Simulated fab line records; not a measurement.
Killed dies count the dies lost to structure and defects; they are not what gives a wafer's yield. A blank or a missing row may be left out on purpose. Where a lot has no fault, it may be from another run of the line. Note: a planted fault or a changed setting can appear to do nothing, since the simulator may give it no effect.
fab line records || flow nandHarc
record: {"lots": 5, "wafers": 15, "lastDay": 32}
route steps=1302 shown A_SLIT@942 A_SIN_REMOVE@947 A_WL_FILL@952
lots that met no fault: taken from a fault-free run of the same line
startH: hours from the record's opening day to when the first of the lot's shown wafers began || waitH: time in hours since the lot's previous step || " repeats the value in the row above || L1.1+2: a single row standing in for several wafers || - value missing, or start not given || * or withheld: withheld || < > ~ a bound
route shown NAME@n: NAME is a module with steps in the file, n the number in the route of the first one || usual: mean/standard deviation taken from wafers without a fault || same: alike in all rows || chamber/n: place in a boat || sites: per-site readings || _std_site: standard deviation across them || _edge_site: mean of outer sites minus mean of inner sites || radiusMm: how far each site lies from the wafer's centre || mask NAME#n: copy n || behind: tool/chamber where the wafer was last shaped || hold: the reason the lot was held/the length of the hold in hours/how it ended || device: whichever transistor did not switch (one of n, p or np) || end of line: tests run on the same wafers once the route is complete || a step with no rows: only its recipe || killed: the dies lost at the first sort to structure and to defects; this is not the yield of the wafer || map: shows each die of a wafer: x if killed, . if not, _ if none is there
set.NAME: the run value of the setting; set.NAME@STEP: its run value at that earlier step || model.NAME: the simulator's own value behind a step, which no gauge read
lots seen at some steps along the route; tables by step, rows by wafer
services: a tool's chamber out of use, with start hour (startH, from the record's first day; less than 0 if before it), hours out, and reason
== steps ==
step: NHARC_A_SLIT_ETCH_29
recipe: {"targetDepthA": 1000, "overetchA": 100, "timeS": 55, "ionEnergyEv": 100, "cf4FlowSccm": 80, "o2FlowSccm": 20, "arFlowSccm": 0, "rfW": 300, "biasW": 100, "chemistry": "CF4/O2"}
usual: {"biasW": "99.97/0.29", "chamberPressureMTorr": "30.002/0.026", "drypumpMotorCurrentA": "5.9/0.52", "oesProductAu": "1.005/0.015", "rfVppV": "198.1/1.2", "showerheadPlenumPTorr": "1.35/0.057", "throttleValvePct": "13.399/0.009"}
{"lot.wafer": "L456.2", "tool": "rieDiel-02", "chamber": 3, "startH": 484.68, "waitH": 0.1, "biasW": 99.92, "chamberPressureMTorr": 29.967, "drypumpMotorCurrentA": 5.6, "oesProductAu": 1.002, "rfHoursCounterH": 3.2, "rfVppV": 196.9, "showerheadPlenumPTorr": 1.30, "throttleValvePct": 13.401}
{"lot.wafer": "L456.5", "tool": "rieDiel-02", "chamber": 3, "startH": 484.68, "waitH": 0.1, "biasW": 99.83, "chamberPressureMTorr": 29.942, "drypumpMotorCurrentA": 5.6, "oesProductAu": 1.011, "rfHoursCounterH": "-", "rfVppV": 198.0, "showerheadPlenumPTorr": 1.30, "throttleValvePct": 13.395}
{"lot.wafer": "L456.6", "tool": "rieDiel-02", "chamber": 0, "startH": 484.68, "waitH": 0.1, "biasW": 99.81, "chamberPressureMTorr": 30.025, "drypumpMotorCurrentA": 6.7, "oesProductAu": 0.980, "rfHoursCounterH": "-", "rfVppV": 197.0, "showerheadPlenumPTorr": 1.29, "throttleValvePct": 13.386}
{"lot.wafer": "L457.3", "tool": "rieDiel-13", "chamber": 0, "startH": 496.05, "waitH": 0.1, "biasW": 100.02, "chamberPressureMTorr": 29.990, "drypumpMotorCurrentA": 5.8, "oesProductAu": 1.034, "rfHoursCounterH": 9.0, "rfVppV": 199.7, "showerheadPlenumPTorr": 1.42, "throttleValvePct": 13.402}
{"lot.wafer": "L457.1", "tool": "rieDiel-13", "chamber": 1, "startH": 496.05, "waitH": 0.1, "biasW": 100.28, "chamberPressureMTorr": 30.048, "drypumpMotorCurrentA": 5.9, "oesProductAu": 1.014, "rfHoursCounterH": 9.7, "rfVppV": 196.5, "showerheadPlenumPTorr": 1.33, "throttleValvePct": 13.408}
{"lot.wafer": "L457.5", "tool": "rieDiel-13", "chamber": 0, "startH": 496.05, "waitH": 0.1, "biasW": 99.66, "chamberPressureMTorr": 30.017, "drypumpMotorCurrentA": 5.7, "oesProductAu": 1.030, "rfHoursCounterH": "-", "rfVppV": 198.9, "showerheadPlenumPTorr": 1.42, "throttleValvePct": 13.406}
{"lot.wafer": "L473.4", "tool": "rieDiel-05", "chamber": 2, "startH": 640.99, "waitH": 0.1, "biasW": 99.70, "chamberPressureMTorr": 30.023, "drypumpMotorCurrentA": 6.0, "oesProductAu": 1.014, "rfHoursCounterH": 2.4, "rfVppV": 200.4, "showerheadPlenumPTorr": 1.43, "throttleValvePct": 13.410}
{"lot.wafer": "L473.2", "tool": "rieDiel-05", "chamber": 3, "startH": 640.99, "waitH": 0.1, "biasW": 100.17, "chamberPressureMTorr": 29.999, "drypumpMotorCurrentA": 6.7, "oesProductAu": 0.998, "rfHoursCounterH": 2.6, "rfVppV": 197.7, "showerheadPlenumPTorr": 1.37, "throttleValvePct": 13.404}
{"lot.wafer": "L473.3", "tool": "rieDiel-05", "chamber": 0, "startH": 640.99, "waitH": 0.1, "biasW": 100.33, "chamberPressureMTorr": 30.022, "drypumpMotorCurrentA": 5.3, "oesProductAu": 1.001, "rfHoursCounterH": 2.5, "rfVppV": 198.8, "showerheadPlenumPTorr": 1.39, "throttleValvePct": 13.395}
{"lot.wafer": "L475.2", "tool": "rieDiel-05", "chamber": 3, "startH": 660.01, "waitH": 0.1, "biasW": 99.54, "chamberPressureMTorr": 29.989, "drypumpMotorCurrentA": 6.7, "oesProductAu": 1.008, "rfHoursCounterH": 3.0, "rfVppV": 198.4, "showerheadPlenumPTorr": 1.37, "throttleValvePct": 13.402}
{"lot.wafer": "L475.6", "tool": "rieDiel-05", "chamber": 2, "startH": 660.01, "waitH": 0.1, "biasW": 99.95, "chamberPressureMTorr": 30.028, "drypumpMotorCurrentA": 6.0, "oesProductAu": 1.007, "rfHoursCounterH": "-", "rfVppV": 198.5, "showerheadPlenumPTorr": 1.43, "throttleValvePct": 13.404}
{"lot.wafer": "L475.4", "tool": "rieDiel-05", "chamber": 3, "startH": 660.01, "waitH": 0.1, "biasW": 100.15, "chamberPressureMTorr": 29.970, "drypumpMotorCurrentA": 6.7, "oesProductAu": 1.004, "rfHoursCounterH": "-", "rfVppV": 198.3, "showerheadPlenumPTorr": 1.37, "throttleValvePct": 13.418}
{"lot.wafer": "L476.3", "tool": "rieDiel-02", "chamber": 1, "startH": 660.04, "waitH": 0.1, "biasW": 100.15, "chamberPressureMTorr": 29.987, "drypumpMotorCurrentA": 4.9, "oesProductAu": 0.985, "rfHoursCounterH": 6.5, "rfVppV": 195.1, "showerheadPlenumPTorr": 1.27, "throttleValvePct": 13.393}
{"lot.wafer": "L476.6", "tool": "rieDiel-02", "chamber": 0, "startH": 660.04, "waitH": 0.1, "biasW": 100.16, "chamberPressureMTorr": 29.949, "drypumpMotorCurrentA": 6.7, "oesProductAu": 1.001, "rfHoursCounterH": "-", "rfVppV": 197.3, "showerheadPlenumPTorr": 1.28, "throttleValvePct": 13.392}
{"lot.wafer": "L476.5", "tool": "rieDiel-02", "chamber": 1, "startH": 660.04, "waitH": 0.1, "biasW": 100.05, "chamberPressureMTorr": 30.025, "drypumpMotorCurrentA": 5.0, "oesProductAu": 0.988, "rfHoursCounterH": "-", "rfVppV": 197.2, "showerheadPlenumPTorr": 1.27, "throttleValvePct": 13.411}
step: NHARC_A_SLIT_STRIP_18
recipe: {"o2FlowSccm": 500, "arFlowSccm": 0, "biasW": 0, "chemistry": "O2"}
usual: {"chamberPressureMTorr": "60.00/0.052", "drypumpMotorCurrentA": "5.9/0.51", "oesProductAu": "1.004/0.016", "rfVppV": "57.9/0.87", "showerheadPlenumPTorr": "3.58/0.15", "throttleValvePct": "17.036/0.0098"}
same: {"biasW": 0}
{"lot.wafer": "L456.2", "tool": "rieDiel-02", "chamber": 3, "startH": "-", "waitH": "-", "chamberPressureMTorr": 59.94, "drypumpMotorCurrentA": 5.6, "oesProductAu": 1.011, "rfHoursCounterH": 3.3, "rfVppV": 58.8, "showerheadPlenumPTorr": 3.44, "throttleValvePct": 17.045}
{"lot.wafer": "L456.6", "tool": "rieDiel-02", "chamber": 2, "startH": "-", "waitH": "-", "chamberPressureMTorr": 60.01, "drypumpMotorCurrentA": 5.8, "oesProductAu": 1.011, "rfHoursCounterH": "-", "rfVppV": 57.9, "showerheadPlenumPTorr": 3.74, "throttleValvePct": 17.034}
{"lot.wafer": "L456.5", "tool": "rieDiel-02", "chamber": 3, "startH": "-", "waitH": "-", "chamberPressureMTorr": 60.02, "drypumpMotorCurrentA": 5.7, "oesProductAu": 1.001, "rfHoursCounterH": "-", "rfVppV": 58.2, "showerheadPlenumPTorr": 3.44, "throttleValvePct": 17.039}
{"lot.wafer": "L457.1", "tool": "rieDiel-13", "chamber": 0, "startH": "-", "waitH": "-", "chamberPressureMTorr": 59.99, "drypumpMotorCurrentA": 5.8, "oesProductAu": 1.018, "rfHoursCounterH": 9.0, "rfVppV": 58.4, "showerheadPlenumPTorr": 3.75, "throttleValvePct": 17.016}
{"lot.wafer": "L457.3", "tool": "rieDiel-13", "chamber": 3, "startH": "-", "waitH": "-", "chamberPressureMTorr": 60.08, "drypumpMotorCurrentA": 6.3, "oesProductAu": 0.982, "rfHoursCounterH": 10.8, "rfVppV": 58.3, "showerheadPlenumPTorr": 3.44, "throttleValvePct": 17.017}
{"lot.wafer": "L457.5", "tool": "rieDiel-13", "chamber": 1, "startH": "-", "waitH": "-", "chamberPressureMTorr": 59.96, "drypumpMotorCurrentA": 5.9, "oesProductAu": 1.010, "rfHoursCounterH": "-", "rfVppV": 58.0, "showerheadPlenumPTorr": 3.52, "throttleValvePct": 17.036}
{"lot.wafer": "L473.3", "tool": "rieDiel-05", "chamber": 1, "startH": "-", "waitH": "-", "chamberPressureMTorr": 59.97, "drypumpMotorCurrentA": 5.7, "oesProductAu": 0.989, "rfHoursCounterH": 2.4, "rfVppV": 58.1, "showerheadPlenumPTorr": 3.67, "throttleValvePct": 17.034}
{"lot.wafer": "L473.2", "tool": "rieDiel-05", "chamber": 2, "startH": "-", "waitH": "-", "chamberPressureMTorr": 60.08, "drypumpMotorCurrentA": 6.0, "oesProductAu": 1.009, "rfHoursCounterH": 2.5, "rfVppV": 58.2, "showerheadPlenumPTorr": 3.78, "throttleValvePct": 17.023}
{"lot.wafer": "L473.4", "tool": "rieDiel-05", "chamber": 0, "startH": "-", "waitH": "-", "chamberPressureMTorr": 59.99, "drypumpMotorCurrentA": 5.3, "oesProductAu": 1.003, "rfHoursCounterH": 2.6, "rfVppV": 57.7, "showerheadPlenumPTorr": 3.67, "throttleValvePct": 17.039}
{"lot.wafer": "L476.3", "tool": "rieDiel-02", "chamber": 2, "startH": "-", "waitH": "-", "chamberPressureMTorr": 60.08, "drypumpMotorCurrentA": 5.7, "oesProductAu": 1.017, "rfHoursCounterH": 5.6, "rfVppV": 57.9, "showerheadPlenumPTorr": 3.73, "throttleValvePct": 17.032}
{"lot.wafer": "L476.6", "tool": "rieDiel-02", "chamber": 1, "startH": "-", "waitH": "-", "chamberPressureMTorr": 59.96, "drypumpMotorCurrentA": 5.0, "oesProductAu": 0.989, "rfHoursCounterH": "-", "rfVppV": 56.1, "showerheadPlenumPTorr": 3.36, "throttleValvePct": 17.038}
{"lot.wafer": "L476.5", "tool": "rieDiel-02", "chamber": 2, "startH": "-", "waitH": "-", "chamberPressureMTorr": 59.96, "drypumpMotorCurrentA": 5.7, "oesProductAu": 1.011, "rfHoursCounterH": "-", "rfVppV": 58.0, "showerheadPlenumPTorr": 3.73, "throttleValvePct": 17.035}
{"lot.wafer": "L475.2", "tool": "rieDiel-05", "chamber": 0, "startH": "-", "waitH": "-", "chamberPressureMTorr": 60.08, "drypumpMotorCurrentA": 5.3, "oesProductAu": 1.006, "rfHoursCounterH": 2.9, "rfVppV": 58.1, "showerheadPlenumPTorr": 3.67, "throttleValvePct": 17.040}
{"lot.wafer": "L475.4", "tool": "rieDiel-05", "chamber": 3, "startH": "-", "waitH": "-", "chamberPressureMTorr": 60.02, "drypumpMotorCurrentA": 6.7, "oesProductAu": 1.010, "rfHoursCounterH": "-", "rfVppV": 58.9, "showerheadPlenumPTorr": 3.61, "throttleValvePct": 17.041}
{"lot.wafer": "L475.6", "tool": "rieDiel-05", "chamber": 0, "startH": "-", "waitH": "-", "chamberPressureMTorr": 59.96, "drypumpMotorCurrentA": 5.3, "oesProductAu": 0.997, "rfHoursCounterH": "-", "rfVppV": 58.0, "showerheadPlenumPTorr": 3.67, "throttleValvePct": 17.056}
step: NHARC_A_SLIT_PRECLEAN_19
recipe: {"timeS": "*", "tempC": 50, "bathAgeMin": 0, "chemistry": "SC1"}
step: NHARC_A_SLIT_SRD_20
step: NHARC_A_SLIT_CD_MEAS_21
usual: {"cdNm": "290.0/1"}
{"lot.wafer": "L456.2", "tool": "cdSem-03", "chamber": "-", "startH": 485.22, "waitH": "-", "cdNm": 289.4}
{"lot.wafer": "L456.5", "tool": "cdSem-03", "chamber": "-", "startH": 485.22, "waitH": "-", "cdNm": 289.0}
{"lot.wafer": "L456.6", "tool": "cdSem-03", "chamber": "-", "startH": 485.22, "waitH": "-", "cdNm": 290.4}
{"lot.wafer": "L457.1", "tool": "cdSem-01", "chamber": "-", "startH": 496.58, "waitH": "-", "cdNm": 288.9}
{"lot.wafer": "L457.3", "tool": "cdSem-01", "chamber": "-", "startH": 496.58, "waitH": "-", "cdNm": 288.1}
{"lot.wafer": "L457.5", "tool": "cdSem-01", "chamber": "-", "startH": 496.58, "waitH": "-", "cdNm": 289.9}
{"lot.wafer": "L473.2", "tool": "cdSem-01", "chamber": "-", "startH": 641.51, "waitH": "-", "cdNm": 289.8}
{"lot.wafer": "L473.3", "tool": "cdSem-01", "chamber": "-", "startH": 641.51, "waitH": "-", "cdNm": 289.4}
{"lot.wafer": "L473.4", "tool": "cdSem-01", "chamber": "-", "startH": 641.51, "waitH": "-", "cdNm": 289.7}
{"lot.wafer": "L476.3", "tool": "cdSem-03", "chamber": "-", "startH": 660.58, "waitH": "-", "cdNm": 290.7}
{"lot.wafer": "L476.5", "tool": "cdSem-03", "chamber": "-", "startH": 660.58, "waitH": "-", "cdNm": 290.7}
{"lot.wafer": "L476.6", "tool": "cdSem-03", "chamber": "-", "startH": 660.58, "waitH": "-", "cdNm": 288.0}
{"lot.wafer": "L475.2", "tool": "cdSem-01", "chamber": "-", "startH": 660.60, "waitH": "-", "cdNm": 290.0}
{"lot.wafer": "L475.4", "tool": "cdSem-01", "chamber": "-", "startH": 660.60, "waitH": "-", "cdNm": 289.8}
{"lot.wafer": "L475.6", "tool": "cdSem-01", "chamber": "-", "startH": 660.60, "waitH": "-", "cdNm": 289.9}
step: NHARC_A_SIN_REMOVE_WET_00
recipe: {"tempC": 160, "timeS": 15300, "chemistry": "H3PO4"}
step: NHARC_A_SIN_REMOVE_PRECLEAN_01
recipe: {"timeS": "*", "tempC": 50, "bathAgeMin": 0, "chemistry": "SC1"}
step: NHARC_A_SIN_REMOVE_SRD_02
step: NHARC_A_SIN_REMOVE_INSPECT_04
usual: {"rawDefectCount": "376/61"}
{"lot.wafer": "L456.2", "tool": "defectInspect-02", "chamber": "-", "startH": 491.85, "waitH": 0.0, "rawDefectCount": 334}
{"lot.wafer": "L456.5", "tool": "defectInspect-02", "chamber": "-", "startH": 491.85, "waitH": 0.0, "rawDefectCount": 338}
{"lot.wafer": "L456.6", "tool": "defectInspect-02", "chamber": "-", "startH": 491.85, "waitH": 0.0, "rawDefectCount": 373}
{"lot.wafer": "L457.1", "tool": "defectInspect-01", "chamber": "-", "startH": 503.26, "waitH": 0.0, "rawDefectCount": 299}
{"lot.wafer": "L457.3", "tool": "defectInspect-01", "chamber": "-", "startH": 503.26, "waitH": 0.0, "rawDefectCount": 378}
{"lot.wafer": "L457.5", "tool": "defectInspect-01", "chamber": "-", "startH": 503.26, "waitH": 0.0, "rawDefectCount": 359}
{"lot.wafer": "L473.2", "tool": "defectInspect-01", "chamber": "-", "startH": 648.21, "waitH": 0.0, "rawDefectCount": 324}
{"lot.wafer": "L473.3", "tool": "defectInspect-01", "chamber": "-", "startH": 648.21, "waitH": 0.0, "rawDefectCount": 356}
{"lot.wafer": "L473.4", "tool": "defectInspect-01", "chamber": "-", "startH": 648.21, "waitH": 0.0, "rawDefectCount": 378}
{"lot.wafer": "L476.3", "tool": "defectInspect-01", "chamber": "-", "startH": 667.25, "waitH": 0.0, "rawDefectCount": 331}
{"lot.wafer": "L476.5", "tool": "defectInspect-01", "chamber": "-", "startH": 667.25, "waitH": 0.0, "rawDefectCount": 357}
{"lot.wafer": "L476.6", "tool": "defectInspect-01", "chamber": "-", "startH": 667.25, "waitH": 0.0, "rawDefectCount": 485}
{"lot.wafer": "L475.2", "tool": "defectInspect-02", "chamber": "-", "startH": 667.26, "waitH": 0.0, "rawDefectCount": 458}
{"lot.wafer": "L475.4", "tool": "defectInspect-02", "chamber": "-", "startH": 667.26, "waitH": 0.0, "rawDefectCount": 379}
{"lot.wafer": "L475.6", "tool": "defectInspect-02", "chamber": "-", "startH": 667.26, "waitH": 0.0, "rawDefectCount": 372}
step: NHARC_A_WL_FILL_ALD_00
recipe: {"targetThkA": 30, "pulseTimeS": 3, "aldCycles": 30, "tempC": 300, "material": "Al2O3"}
usual: {"aldCycles": "30/0", "heaterPowerW": "469/47", "precursorPulseHeightRel": "0.998/0.018"}
{"lot.wafer": "L456.2", "tool": "aldHk-03", "chamber": 0, "startH": 491.97, "waitH": 0.1, "aldCycles": 30, "heaterPowerW": 508, "precursorPulseHeightRel": 0.980, "sinceWetCleanH": 90}
{"lot.wafer": "L456.6", "tool": "aldHk-03", "chamber": 2, "startH": 491.97, "waitH": 0.1, "aldCycles": 30, "heaterPowerW": 501, "precursorPulseHeightRel": 0.996, "sinceWetCleanH": "-"}
{"lot.wafer": "L456.5", "tool": "aldHk-03", "chamber": 3, "startH": 491.97, "waitH": 0.1, "aldCycles": 30, "heaterPowerW": 498, "precursorPulseHeightRel": 1.019, "sinceWetCleanH": "-"}
{"lot.wafer": "L457.1", "tool": "aldHk-04", "chamber": 0, "startH": 503.33, "waitH": 0.1, "aldCycles": 30, "heaterPowerW": 423, "precursorPulseHeightRel": 1.030, "sinceWetCleanH": 55}
{"lot.wafer": "L457.3", "tool": "aldHk-04", "chamber": 2, "startH": 503.33, "waitH": 0.1, "aldCycles": 30, "heaterPowerW": 542, "precursorPulseHeightRel": 0.985, "sinceWetCleanH": 55}
{"lot.wafer": "L457.5", "tool": "aldHk-04", "chamber": 1, "startH": 503.33, "waitH": 0.1, "aldCycles": 30, "heaterPowerW": 398, "precursorPulseHeightRel": 1.005, "sinceWetCleanH": "-"}
{"lot.wafer": "L473.3", "tool": "aldHk-04", "chamber": 1, "startH": 648.28, "waitH": 0.1, "aldCycles": 30, "heaterPowerW": 387, "precursorPulseHeightRel": 1.031, "sinceWetCleanH": 19}
{"lot.wafer": "L473.2", "tool": "aldHk-04", "chamber": 2, "startH": 648.28, "waitH": 0.1, "aldCycles": 30, "heaterPowerW": 526, "precursorPulseHeightRel": 0.996, "sinceWetCleanH": 19}
{"lot.wafer": "L473.4", "tool": "aldHk-04", "chamber": 3, "startH": 648.28, "waitH": 0.1, "aldCycles": 30, "heaterPowerW": 488, "precursorPulseHeightRel": 0.964, "sinceWetCleanH": 19}
{"lot.wafer": "L475.2", "tool": "aldHk-03", "chamber": 3, "startH": 667.35, "waitH": 0.1, "aldCycles": 30, "heaterPowerW": 487, "precursorPulseHeightRel": 1.009, "sinceWetCleanH": 87}
{"lot.wafer": "L475.4", "tool": "aldHk-03", "chamber": 0, "startH": 667.35, "waitH": 0.1, "aldCycles": 30, "heaterPowerW": 467, "precursorPulseHeightRel": 1.011, "sinceWetCleanH": 87}
{"lot.wafer": "L475.6", "tool": "aldHk-03", "chamber": 2, "startH": 667.35, "waitH": 0.1, "aldCycles": 30, "heaterPowerW": 466, "precursorPulseHeightRel": 0.996, "sinceWetCleanH": "-"}
{"lot.wafer": "L476.3", "tool": "aldHk-04", "chamber": 3, "startH": 667.40, "waitH": 0.1, "aldCycles": 30, "heaterPowerW": 505, "precursorPulseHeightRel": 1.025, "sinceWetCleanH": 38}
{"lot.wafer": "L476.6", "tool": "aldHk-04", "chamber": 0, "startH": 667.40, "waitH": 0.1, "aldCycles": 30, "heaterPowerW": 452, "precursorPulseHeightRel": 0.962, "sinceWetCleanH": "-"}
{"lot.wafer": "L476.5", "tool": "aldHk-04", "chamber": 1, "startH": 667.40, "waitH": 0.1, "aldCycles": 30, "heaterPowerW": 378, "precursorPulseHeightRel": 0.981, "sinceWetCleanH": "-"}
step: NHARC_A_WL_FILL_RTA_01
recipe: {"tempC": 1000, "timeS": 5}
usual: {"wafer_temp_C_max": "1005.2/1.8"}
same: {"lampPowerPct": 27, "lamp_zone_7_pct": 27}
{"lot.wafer": "L456.2", "tool": "rtpAnneal-01", "chamber": 0, "startH": 492.20, "waitH": "-", "wafer_temp_C_max": 1006.5}
{"lot.wafer": "L456.5", "tool": "rtpAnneal-01", "chamber": 0, "startH": 492.20, "waitH": "-", "wafer_temp_C_max": 1003.7}
{"lot.wafer": "L456.6", "tool": "rtpAnneal-01", "chamber": 0, "startH": 492.20, "waitH": "-", "wafer_temp_C_max": 1007.6}
{"lot.wafer": "L457.1", "tool": "rtpAnneal-01", "chamber": 0, "startH": 503.60, "waitH": "-", "wafer_temp_C_max": 1006.0}
{"lot.wafer": "L457.3", "tool": "rtpAnneal-01", "chamber": 0, "startH": 503.60, "waitH": "-", "wafer_temp_C_max": 1005.1}
{"lot.wafer": "L457.5", "tool": "rtpAnneal-01", "chamber": 0, "startH": 503.60, "waitH": "-", "wafer_temp_C_max": 1006.4}
{"lot.wafer": "L473.2", "tool": "rtpAnneal-01", "chamber": 0, "startH": 648.58, "waitH": "-", "wafer_temp_C_max": 1006.9}
{"lot.wafer": "L473.3", "tool": "rtpAnneal-01", "chamber": 0, "startH": 648.58, "waitH": "-", "wafer_temp_C_max": 1005.5}
{"lot.wafer": "L473.4", "tool": "rtpAnneal-01", "chamber": 0, "startH": 648.58, "waitH": "-", "wafer_temp_C_max": 1005.2}
{"lot.wafer": "L475.2", "tool": "rtpAnneal-01", "chamber": 0, "startH": 667.61, "waitH": "-", "wafer_temp_C_max": 1005.4}
{"lot.wafer": "L475.4", "tool": "rtpAnneal-01", "chamber": 0, "startH": 667.61, "waitH": "-", "wafer_temp_C_max": 1007.5}
{"lot.wafer": "L475.6", "tool": "rtpAnneal-01", "chamber": 0, "startH": 667.61, "waitH": "-", "wafer_temp_C_max": 1005.6}
{"lot.wafer": "L476.3", "tool": "rtpAnneal-01", "chamber": 0, "startH": 667.81, "waitH": "-", "wafer_temp_C_max": 1007.0}
{"lot.wafer": "L476.5", "tool": "rtpAnneal-01", "chamber": 0, "startH": 667.81, "waitH": "-", "wafer_temp_C_max": 1007.5}
{"lot.wafer": "L476.6", "tool": "rtpAnneal-01", "chamber": 0, "startH": 667.81, "waitH": "-", "wafer_temp_C_max": 1007.0}
step: NHARC_A_WL_FILL_ALD_02
recipe: {"targetThkA": 20, "pulseTimeS": 3, "aldCycles": 100, "tempC": 450, "material": "TiN"}
usual: {"aldCycles": "100/0", "heaterPowerW": "1091/130", "precursorPulseHeightRel": "1.000/0.019"}
{"lot.wafer": "L456.2", "tool": "aldMetal-04", "chamber": 1, "startH": 492.47, "waitH": 0.2, "aldCycles": 100, "heaterPowerW": 943, "precursorPulseHeightRel": 1.014, "sinceWetCleanH": 8}
{"lot.wafer": "L456.6", "tool": "aldMetal-04", "chamber": 3, "startH": 492.47, "waitH": 0.2, "aldCycles": 100, "heaterPowerW": 1350, "precursorPulseHeightRel": 1.016, "sinceWetCleanH": "-"}
{"lot.wafer": "L456.5", "tool": "aldMetal-04", "chamber": 0, "startH": 492.47, "waitH": 0.2, "aldCycles": 100, "heaterPowerW": 1139, "precursorPulseHeightRel": 1.032, "sinceWetCleanH": "-"}
{"lot.wafer": "L457.3", "tool": "aldMetal-03", "chamber": 2, "startH": 503.82, "waitH": 0.1, "aldCycles": 100, "heaterPowerW": 1100, "precursorPulseHeightRel": 0.954, "sinceWetCleanH": 104}
{"lot.wafer": "L457.1", "tool": "aldMetal-03", "chamber": 0, "startH": 503.82, "waitH": 0.1, "aldCycles": 100, "heaterPowerW": 1105, "precursorPulseHeightRel": 1.017, "sinceWetCleanH": 104}
{"lot.wafer": "L457.5", "tool": "aldMetal-03", "chamber": 3, "startH": 503.82, "waitH": 0.1, "aldCycles": 100, "heaterPowerW": 956, "precursorPulseHeightRel": 1.005, "sinceWetCleanH": "-"}
{"lot.wafer": "L473.3", "tool": "aldMetal-03", "chamber": 0, "startH": 648.77, "waitH": 0.1, "aldCycles": 100, "heaterPowerW": 1117, "precursorPulseHeightRel": 1.031, "sinceWetCleanH": 71}
{"lot.wafer": "L473.2", "tool": "aldMetal-03", "chamber": 2, "startH": 648.77, "waitH": 0.1, "aldCycles": 69, "heaterPowerW": 1064, "precursorPulseHeightRel": 1.007, "sinceWetCleanH": 71}
{"lot.wafer": "L473.4", "tool": "aldMetal-03", "chamber": 3, "startH": 648.77, "waitH": 0.1, "aldCycles": 100, "heaterPowerW": 998, "precursorPulseHeightRel": 0.988, "sinceWetCleanH": 71}
{"lot.wafer": "L475.4", "tool": "aldMetal-04", "chamber": 2, "startH": 667.79, "waitH": 0.1, "aldCycles": 100, "heaterPowerW": 997, "precursorPulseHeightRel": 0.980, "sinceWetCleanH": 6}
{"lot.wafer": "L475.2", "tool": "aldMetal-04", "chamber": 3, "startH": 667.79, "waitH": 0.1, "aldCycles": 100, "heaterPowerW": 1317, "precursorPulseHeightRel": 1.015, "sinceWetCleanH": 6}
{"lot.wafer": "L475.6", "tool": "aldMetal-04", "chamber": 2, "startH": 667.79, "waitH": 0.1, "aldCycles": 100, "heaterPowerW": 980, "precursorPulseHeightRel": 1.024, "sinceWetCleanH": "-"}
{"lot.wafer": "L476.3", "tool": "aldMetal-02", "chamber": 2, "startH": 667.96, "waitH": 0.1, "aldCycles": 100, "heaterPowerW": 1335, "precursorPulseHeightRel": 1.003, "sinceWetCleanH": 47}
{"lot.wafer": "L476.6", "tool": "aldMetal-02", "chamber": 2, "startH": 667.96, "waitH": 0.1, "aldCycles": 100, "heaterPowerW": 1319, "precursorPulseHeightRel": 0.988, "sinceWetCleanH": "-"}
{"lot.wafer": "L476.5", "tool": "aldMetal-02", "chamber": 3, "startH": 667.96, "waitH": 0.1, "aldCycles": 100, "heaterPowerW": 944, "precursorPulseHeightRel": 0.997, "sinceWetCleanH": "-"}
== services ==
{"tool": "aldMetal-02", "chamber": 2, "startH": 469.27, "hours": 3.3, "kind": "repair"}
{"tool": "rieDiel-05", "chamber": 2, "startH": 471.26, "hours": 8.1, "kind": "repair"}
{"tool": "aldMetal-04", "chamber": "-", "startH": 474.07, "hours": 10.0, "kind": "pm"}
{"tool": "rieDiel-05", "chamber": 0, "startH": 475.78, "hours": 2.6, "kind": "repair"}
{"tool": "rieDiel-05", "chamber": 3, "startH": 491.19, "hours": 23.6, "kind": "repair"}
{"tool": "rieDiel-13", "chamber": "-", "startH": 519.49, "hours": 9.0, "kind": "pm"}
{"tool": "rieDiel-05", "chamber": "-", "startH": 537.40, "hours": 0.3, "kind": "repair"}
{"tool": "aldMetal-04", "chamber": 2, "startH": 551.99, "hours": 1.5, "kind": "repair"}
{"tool": "rieDiel-02", "chamber": 0, "startH": 562.49, "hours": 9.7, "kind": "repair"}
{"tool": "aldMetal-02", "chamber": 3, "startH": 567.19, "hours": 6.2, "kind": "repair"}
{"tool": "aldMetal-03", "chamber": "-", "startH": 568.00, "hours": 10.0, "kind": "pm"}
{"tool": "aldHk-03", "chamber": "-", "startH": 570.01, "hours": 10.0, "kind": "pm"}
{"tool": "rieDiel-02", "chamber": "-", "startH": 570.72, "hours": 9.0, "kind": "pm"}
{"tool": "rieDiel-13", "chamber": 0, "startH": 578.82, "hours": 9.6, "kind": "repair"}
{"tool": "rieDiel-05", "chamber": "-", "startH": 584.05, "hours": 9.0, "kind": "pm"}
{"tool": "rieDiel-13", "chamber": "-", "startH": 595.44, "hours": 0.9, "kind": "repair"}
{"tool": "rieDiel-02", "chamber": 2, "startH": 603.56, "hours": 2.1, "kind": "repair"}
{"tool": "aldHk-04", "chamber": "-", "startH": 619.30, "hours": 10.0, "kind": "pm"}
{"tool": "rieDiel-02", "chamber": 3, "startH": 649.09, "hours": 6.9, "kind": "repair"}
{"tool": "rieDiel-05", "chamber": 1, "startH": 649.82, "hours": 10.9, "kind": "repair"}
{"tool": "aldMetal-04", "chamber": "-", "startH": 652.07, "hours": 10.0, "kind": "pm"}
{"tool": "rieDiel-13", "chamber": 0, "startH": 656.14, "hours": 4.3, "kind": "repair"}
{"tool": "aldMetal-03", "chamber": "-", "startH": 662.23, "hours": 0.6, "kind": "repair"}
{"tool": "rieDiel-05", "chamber": 1, "startH": 666.86, "hours": 3.9, "kind": "repair"}
== key ==
firstSign: {"step": "NHARC_A_WL_FILL_ALD_02", "reading": "aldCycles", "direction": "down", "sigmas": "99+", "usual": 100, "struck": 69}
effect none on later readings
metAt NHARC_A_WL_FILL_ALD_02
struckWafers L473.2
testerLeftOut L473
onsetBetween 503.82 648.77
fault: {"kind": "processParameterDrift", "tool": "aldMetal-03", "chamber": 2, "onsetH": 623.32, "steps": "NHARC_A_WL_FILL_ALD_02", "channel": "aldCycles", "offset": -31, "shape": "step", "endH": 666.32, "actsIn": "theseRecipesOnly", "stated": 100}
testerLeftOut: of these lots the tester's yield and bins aren't shown, on N5 and GAA mostly nor the transistor test; their killed dies are dies lost to structure and defects alone, not to doping, threshold or leakage, so they don't give the yield
